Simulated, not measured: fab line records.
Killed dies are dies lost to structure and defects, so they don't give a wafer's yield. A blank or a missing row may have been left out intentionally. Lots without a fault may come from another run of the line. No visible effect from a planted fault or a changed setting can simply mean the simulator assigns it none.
Which tool was responsible? | flow n5 finfet | 11 lots with 33 wafers sampled at 5 steps, on a route of 1938 steps

WHAT THE GAUGES SHOWED, per wafer
N5_BEOL_M4_RC_MEAS_101. Usual: DIBL_N 37.1 mV/V, standard deviation 1.8; DIBL_P 37.2 mV/V, standard deviation 2.1; IOFF_N 0.17 nA/um, standard deviation 0.033; IOFF_P 0.22 nA/um, standard deviation 0.037; ION_N 680 uA/um, standard deviation 11; ION_P 464 uA/um, standard deviation 7.7; SS_N 71.7 mV/dec, standard deviation 0.63; SS_P 73.6 mV/dec, standard deviation 0.67; VT_N 248.9 mV, standard deviation 2.9; VT_P -251 mV, standard deviation 3.6.
lot  | measured     | on        | DIBL_N (mV/V)  | DIBL_P (mV/V)  | IOFF_N (nA/um) | IOFF_P (nA/um) | ION_N (uA/um) | ION_P (uA/um) | SS_N (mV/dec)  | SS_P (mV/dec)  | VT_N (mV)         | VT_P (mV)      | flag
L913 | day 8 19:38  | prober-01 | 37.7 32.4 36.1 | 39.0 32.8 37.3 | 0.21 0.11 0.18 | 0.24 0.15 0.21 | 684 666 682   | 467 458 465   | 72.2 70.6 71.9 | 74.0 72.1 73.8 | 244.9 253.1 246.9 | -249 -256 -250 |
L914 | day 8 22:56  | prober-02 | 38.7 35.8 34.1 | 40.6 36.7 33.8 | 0.22 0.14 0.12 | 0.26 0.18 0.15 | 701 676 667   | 473 455 454   | 72.0 71.4 71.0 | 74.6 73.2 72.5 | 242.9 251.4 251.3 | -248 -256 -256 |
L911 | day 9 21:03  | prober-02 | 37.9 38.6 38.9 | 37.9 38.6 40.7 | 0.17 0.19 0.21 | 0.20 0.22 0.26 | 671 677 713   | 454 459 480   | 72.0 72.0 71.7 | 73.3 73.4 73.4 | 250.8 247.7 244.9 | -250 -249 -249 |
L918 | day 10 00:10 | prober-01 | 38.2 38.0 37.1 | 39.4 37.8 36.8 | 0.22 0.20 0.18 | 0.31 0.29 0.26 | 697 686 680   | 481 479 466   | 72.4 72.1 72.2 | 74.2 73.6 73.5 | 245.5 245.1 246.5 | -244 -243 -247 |
L921 | day 10 19:43 | prober-02 | 35.7 38.2 34.0 | 37.0 41.7 35.3 | 0.14 0.21 0.13 | 0.18 0.25 0.17 | 663 690 665   | 455 469 462   | 72.0 71.6 70.7 | 73.9 75.1 73.4 | 250.1 245.4 251.2 | -254 -252 -255 |
L927 | day 12 17:26 | prober-01 | 39.9 40.3 36.9 | 40.1 41.7 36.5 | 0.23 0.24 0.15 | 0.24 0.26 0.17 | 699 691 674   | 466 465 457   | 72.2 72.6 72.1 | 73.9 74.3 73.3 | 243.1 245.7 249.0 | -252 -249 -257 |
L926 | day 12 17:54 | prober-02 | 38.3 40.4 36.9 | 39.1 40.5 39.4 | 0.20 0.23 0.18 | 0.21 0.25 0.22 | 682 686 683   | 458 463 467   | 72.4 72.7 71.5 | 73.3 74.5 73.8 | 247.9 246.6 246.6 | -251 -248 -250 |
L928 | day 12 22:01 | prober-01 | 36.6 35.4 39.7 | 36.0 34.3 38.6 | 0.15 0.13 0.21 | 0.20 0.18 0.24 | 673 687 671   | 461 472 455   | 71.4 71.3 72.8 | 73.1 73.1 73.6 | 251.9 251.6 248.7 | -249 -252 -250 |
L934 | day 14 13:47 | prober-02 | 40.8 35.2 37.1 | 40.8 34.0 36.9 | 0.27 0.13 0.18 | 0.34 0.20 0.25 | 703 677 679   | 477 463 467   | 73.1 72.0 71.7 | 74.0 72.0 73.6 | 242.1 251.3 248.0 | -241 -248 -244 |

EACH LOT AND THE TOOL THAT RAN IT (in order: tool; ch and the chambers of the sampled wafers; start)
lot  | N5_BEOL_M2_SPUTTER_92        | N5_BEOL_M2_ANNEAL_93         | N5_BEOL_M2_ECD_50              | N5_BEOL_M2_CMP_52
L913 | pvd sputter-01, day 7 16:25  | pvd sputter-01, day 7 16:30  | ecd cu-02 ch 0,1, day 7 16:59  | cmp-03 ch 0,1,3, day 7 17:25
L914 | pvd sputter-01, day 7 22:47  | pvd sputter-01, day 7 22:52  | ecd cu-02 ch 0,1, day 7 23:20  | cmp-02 ch 1,2, day 7 23:43
L916 | pvd sputter-03, day 8 15:09  | pvd sputter-03, day 8 15:14  | ecd cu-01 ch 0,1, day 8 15:44  | cmp-04 ch 0,1,3, day 8 16:10
L911 | pvd sputter-02, day 8 15:14  | pvd sputter-02, day 8 15:19  | ecd cu-02 ch 0,1, day 8 15:48  | cmp-02 ch 0,1,3, day 8 16:15
L917 | pvd sputter-01, day 8 20:44  | pvd sputter-01, day 8 20:49  | ecd cu-01 ch 0,1, day 8 21:17  | cmp-04 ch 2,3, day 8 21:40
L918 | pvd sputter-01, day 8 22:34  | pvd sputter-01, day 8 22:39  | ecd cu-02 ch 0,1, day 8 23:08  | cmp-02 ch 0,1,3, day 8 23:31
L921 | pvd sputter-01, day 9 09:58  | pvd sputter-01, day 9 10:03  | ecd cu-01 ch 0,1, day 9 10:32  | cmp-03 ch 0,1,3, day 9 11:58
L927 | pvd sputter-03, day 11 03:09 | pvd sputter-03, day 11 03:14 | ecd cu-01 ch 0,1, day 11 03:43 | cmp-04 ch 0,1, day 11 04:06
L926 | pvd sputter-02, day 11 03:58 | pvd sputter-02, day 11 04:03 | ecd cu-01 ch 0,1, day 11 04:32 | cmp-02 ch 1,2,3, day 11 05:23
L928 | pvd sputter-01, day 11 21:29 | pvd sputter-01, day 11 21:34 | ecd cu-01 ch 0,1, day 11 22:04 | cmp-03 ch 0,3, day 11 22:25
L934 | pvd sputter-03, day 12 23:55 | pvd sputter-03, day 12 23:59 | ecd cu-01 ch 0,1, day 13 00:29 | cmp-04 ch 0,1,2, day 13 00:52
- N5_BEOL_M2_SPUTTER_92: material Cu, target thk 4.5 nm, time 8.29 s.
- N5_BEOL_M2_ANNEAL_93: time 240 s.
- N5_BEOL_M2_ECD_50: material Cu, target thk 300 nm.
- N5_BEOL_M2_CMP_52: polishes, stops on SiOC, t overpolish 6.8 s, target thk 40 nm.

AS READ BY THE TOOLS THEMSELVES (means over the sampled wafers that have a number; for cases with no such wafer, the mark the record gives instead)
N5_BEOL_M2_SPUTTER_92. Usual: chamber pressure pa 0.07 Pa, standard deviation 0.00014; throttle valve pct 29.9 %, standard deviation 0.97.
lot  | tool           | chamber pressure pa (Pa) | throttle valve pct (%) | flag
L913 | pvd sputter-01 | 0.07                     | 31.1                   |
L914 | pvd sputter-01 | 0.07                     | 30.2                   |
L916 | pvd sputter-03 | 0.07                     | 30.0                   |
L911 | pvd sputter-02 | 0.07                     | 28.7                   |
L917 | pvd sputter-01 | 0.07                     | 30.1                   |
L918 | pvd sputter-01 | 0.07                     | 30.5                   |
L921 | pvd sputter-01 | 0.07                     | 30.9                   |
L927 | pvd sputter-03 | 0.07                     | 30.1                   |
L926 | pvd sputter-02 | 0.07                     | 29.0                   |
L928 | pvd sputter-01 | 0.07                     | 30.5                   |
L934 | pvd sputter-03 | 0.07                     | 30.0                   |

N5_BEOL_M2_ANNEAL_93. Usual: heater power w 791 W, standard deviation 61.
lot  | tool           | heater power w (W) | flag
L913 | pvd sputter-01 | 804                |
L914 | pvd sputter-01 | 810                |
L916 | pvd sputter-03 | 732                |
L911 | pvd sputter-02 | 864                |
L917 | pvd sputter-01 | 799                |
L918 | pvd sputter-01 | 809                |
L921 | pvd sputter-01 | 822                |
L927 | pvd sputter-03 | 763                |
L926 | pvd sputter-02 | 792                |
L928 | pvd sputter-01 | 794                |
L934 | pvd sputter-03 | 764                |

N5_BEOL_M2_CMP_52. Usual: head pressure psi 1.0002 psi, standard deviation 0.0022; motor current A 6.1 A, standard deviation 0.44; time to endpoint s 61 s, standard deviation 3.8.
lot  | tool   | head pressure psi (psi) | motor current A (A) | time to endpoint s (s) | flag
L913 | cmp-03 | 1.0006                  | 5.8                 | 56                     |
L914 | cmp-02 | 1.0009                  | 5.8                 | 55                     |
L916 | cmp-04 | 1.0015                  | 6.3                 | 0                      | OFF
L911 | cmp-02 | 1.0002                  | 6.0                 | 61                     |
L917 | cmp-04 | 1.0009                  | 6.4                 | 0                      | OFF
L918 | cmp-02 | 1.0000                  | 6.2                 | 61                     |
L921 | cmp-03 | 0.9998                  | 5.7                 | 63                     |
L927 | cmp-04 | 0.9998                  | 6.4                 | 65                     |
L926 | cmp-02 | 0.9991                  | 6.0                 | 59                     |
L928 | cmp-03 | 1.0014                  | 5.5                 | 54                     |
L934 | cmp-04 | 1.0010                  | 6.6                 | 62                     |

THE ANSWER, worked out from the rows above alone
Rule: a lot is off if the mean of its wafers that have a number lies more than 3 standard deviations from the usual mean. A lot without any number at a reading at which 4 lots or more have one is off too. Where the step has rows for the other lots, those lots are counted as sound. First the gauges in route order, then the tools' own readings, where a lot's mean is used as printed above. At the first step where some lot is off, the reading lying furthest off is the one used; lots without a number count as furthest.
Off: L916, L917, at N5_BEOL_M2_CMP_52 (time to endpoint s).
A tool fits if, at that step or a process step before it, it ran every lot that is off, and no sound lot after the first of them. No candidate that was tried fits.

WHAT THE SIMULATOR PUT IN
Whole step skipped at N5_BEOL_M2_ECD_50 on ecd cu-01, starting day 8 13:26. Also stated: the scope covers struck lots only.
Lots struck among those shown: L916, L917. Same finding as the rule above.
